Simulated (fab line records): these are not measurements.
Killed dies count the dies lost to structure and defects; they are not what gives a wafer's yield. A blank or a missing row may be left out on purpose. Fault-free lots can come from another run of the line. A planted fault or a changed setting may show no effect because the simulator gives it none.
Matching of chambers	flow n5_finfet	N5_BEOL_M1_ETCH_63 on rie_diel-02 has 4 sister chambers
The step etches SiARC in CF4, target depth 15.6 nm, time 26 s. 18 wafers are shown with their chamber, then 9 later ones without.

## EACH WAFER AND ITS CHAMBER
wafer	chamber	drypump_motor_current_A (A)	throttle_valve_pct (%)	etch_rf_on_time_s (s)
L074.1	0	6.0	16.01	26.4
L074.4	1	5.9	15.69	25.9
L074.5	0	6.0	16.01	26.2
L076.1	1	5.9	15.68	25.9
L076.3	0	6.1	16.00	26.5
L076.5	1	5.9	15.71	26.0
L078.1	3	4.7	15.83	25.7
L078.4	0	6.0	16.01	26.2
L078.5	2	5.5	15.39	25.8
L077.1	2	5.6	15.40	25.9
L077.5	0	6.1	16.01	26.3
L077.6	1	5.9	15.22	25.8
L079.2	1	5.9	15.22	26.0
L079.4	3	4.8	15.85	26.0
L079.6	2	5.6	15.39	26.0
L085.2	3	4.7	15.85	25.7
L085.5	2	5.6	15.43	26.0
L085.6	3	4.7	15.85	25.7

SIGNATURES, as means of the wafers listed above
reading	chamber 0	chamber 1	chamber 2	chamber 3	scatter within a chamber
drypump_motor_current_A	6.040	5.900	5.575	4.725	0.0439
throttle_valve_pct	16.0080	15.5040	15.4025	15.8450	0.139
etch_rf_on_time_s	26.320	25.920	25.925	25.775	0.117
Rule: a wafer lies at a distance from a chamber equal to the root of the sum of squares, over the readings, of (its reading less the chamber's mean, divided by the reading's scatter). If the next closest chamber is less than 2 further off than the closest, the wafer can't be placed; otherwise it belongs to the closest. The scatter: the root of (the sum of the squares of (reading less its chamber's mean) over the shown wafers, divided by (wafers less chambers)).

## WAFERS WHOSE CHAMBER IS MISSING
wafer	drypump_motor_current_A (A)	throttle_valve_pct (%)	etch_rf_on_time_s (s)
L092.1	4.8	15.89	26.0
L092.4	6.0	16.06	26.5
L092.5	4.7	15.87	26.2
L093.1	4.8	15.89	26.0
L093.4	6.0	16.05	26.4
L093.6	5.9	15.26	25.7
L097.2	6.0	16.07	26.5
L097.4	5.9	15.27	25.4
L097.6	4.8	15.91	25.7

## WHICH CHAMBER EACH ONE RAN IN
wafer	from the rows above	in truth
L092.1	3	3
L092.4	0	0
L092.5	3	3
L093.1	3	3
L093.4	0	0
L093.6	1	1
L097.2	0	0
L097.4	1	1
L097.6	3	3
9 of 9 placed correctly. Not placeable from these rows: 0. Wrongly placed: 0.
